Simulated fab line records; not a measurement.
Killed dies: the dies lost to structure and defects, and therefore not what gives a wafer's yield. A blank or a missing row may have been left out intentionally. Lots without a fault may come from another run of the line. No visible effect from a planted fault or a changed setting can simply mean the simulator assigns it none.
What tool caused it?    flow n5_finfet    12 lots (36 wafers sampled), 1 step of a 1938-step route

## WHAT THE GAUGES SHOWED, per wafer
N5_HKMG_FIN_CD_MEAS_49: the cd target is 202 nm.
lot   measured     on         cd_nm (nm)
L075  day 4 07:27  cd_sem-02  201.3 201.4 202.1
L077  day 4 15:14  cd_sem-03  201.0 201.0 201.0
L079  day 5 07:13  cd_sem-01  201.4 201.7 202.0
L081  day 6 00:41  cd_sem-01  202.4 203.7 200.6
L083  day 6 09:05  cd_sem-02  202.0 201.9 202.1
L085  day 7 01:18  cd_sem-02  200.7 201.0 201.1
L087  day 7 07:56  cd_sem-02  200.7 202.8 201.7
L089  day 7 18:07  cd_sem-03  202.1 202.8 203.0
L091  day 8 04:37  cd_sem-03  202.5 202.0 203.1
L093  day 8 18:13  cd_sem-02  202.1 203.2 203.8
L095  day 9 09:41  cd_sem-02  201.1 201.4 201.2
L097  day 9 21:59  cd_sem-01  201.1 202.0 201.3

## WHICH TOOL RAN EACH LOT (tool, then ch and the chambers of the sampled wafers, then the start)
There is no process step in the record ahead of these readings.

## THE ANSWER, worked out from the rows above alone
Rule: the usual values come from the lots themselves. The widest of any qualifying gaps counts: lots, ordered by their means at a reading, are off when they make up no more than a third of the lots, leave a main group of 4 or more, and stand apart from it by 3 or more times the standard deviation of that group's means. The tables above print the reading to a certain number of digits; a main group whose means all agree to those digits is not used. Also off: a lot with no number at a reading for which 4 or more lots have one. Any other lot the step has rows for is counted as sound.
Nothing can be told from this: no lot is off at any reading shown.

## WHAT WAS PUT IN BY THE SIMULATOR
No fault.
